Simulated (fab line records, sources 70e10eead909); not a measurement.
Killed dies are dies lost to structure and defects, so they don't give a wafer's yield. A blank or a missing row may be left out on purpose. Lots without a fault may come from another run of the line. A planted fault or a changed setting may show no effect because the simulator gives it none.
One fault seen from 2 desks | flow nand_harc | each desk has only its own numbers; what lay behind them comes last

THE METROLOGY DESK
What the gauges read, lot by lot, whatever tool the lot ran on: means of the sampled wafers that have a number. A lot is out of limits, marked OUT, if its mean lies more than 4 standard deviations from the usual mean; the brackets give that distance.
Columns: A = thk_nm at NHARC_A_BONDPAD_THK_MEAS_20, usual 169.5 nm
lot  | first seen here | A
L846 | day 23 06:02    | 168.6
L845 | day 23 12:26    | 169.3
L847 | day 23 20:38    | 168.9
L850 | day 25 07:56    | 169.1
L852 | day 25 17:55    | 170.7
L853 | day 26 20:23    | 170.6
L861 | day 29 14:16    | 169.3
L862 | day 29 22:35    | 169.9
L865 | day 30 22:36    | 168.6
L864 | day 31 06:18    | 167.9
L867 | day 31 19:13    | 167.8
L866 | day 31 22:11    | 168.6
This desk's finding: nothing out of limits on any of the 12 lots.

THE TOOL OWNER'S DESK: rie_diel-10
The tool's own readings at NHARC_A_BONDPAD_ETCH_12 (etches the open film in CHF3/O2, target depth 220 nm, time 110 s): means of the sampled wafers that have a number, for each lot that ran on this tool. A lot is out of limits, marked OUT, if its mean lies more than 4 standard deviations from the usual mean; the brackets give that distance.
Columns: A = drypump_motor_current_A at NHARC_A_BONDPAD_ETCH_12, usual 6.1 A; B = oes_product_au at NHARC_A_BONDPAD_ETCH_12, usual 0.955 a.u.; C = rf_vpp_V at NHARC_A_BONDPAD_ETCH_12, usual 370.7 V; D = run_length_s at NHARC_A_BONDPAD_ETCH_12, usual 131.4 s; E = showerhead_plenum_p_Torr at NHARC_A_BONDPAD_ETCH_12, usual 2.40 Torr; F = throttle_valve_pct at NHARC_A_BONDPAD_ETCH_12, usual 20.572 %
lot  | first seen here | A   | B     | C     | D     | E    | F
L846 | day 23 03:50    | 6.0 | 0.962 | 369.2 | 131.7 | 2.37 | 20.575
L845 | day 23 10:15    | 6.4 | 0.976 | 371.2 | 131.3 | 2.45 | 20.570
L847 | day 23 18:27    | 6.4 | 0.957 | 371.6 | 131.5 | 2.45 | 20.571
L852 | day 25 15:44    | 6.0 | 0.969 | 371.7 | 130.5 | 2.43 | 20.564
L853 | day 26 18:14    | 6.1 | 0.976 | 370.0 | 130.3 | 2.38 | 20.569
L862 | day 29 20:22    | 6.0 | 0.929 | 369.9 | 131.4 | 2.36 | 20.578
L865 | day 30 20:23    | 6.5 | 0.975 | 372.4 | 131.1 | 2.46 | 20.575
L864 | day 31 04:08    | 6.6 | 0.976 | 373.0 | 131.2 | 2.52 | 20.578
L866 | day 31 20:00    | 6.4 | 0.975 | 370.1 | 131.3 | 2.38 | 20.574
This desk's finding: nothing out of limits on any of the 9 lots.

PUT TOGETHER
The metrology desk saw nothing out of limits.
The tool owner's desk saw nothing out of limits.

WHAT THE SIMULATOR HAD PUT IN
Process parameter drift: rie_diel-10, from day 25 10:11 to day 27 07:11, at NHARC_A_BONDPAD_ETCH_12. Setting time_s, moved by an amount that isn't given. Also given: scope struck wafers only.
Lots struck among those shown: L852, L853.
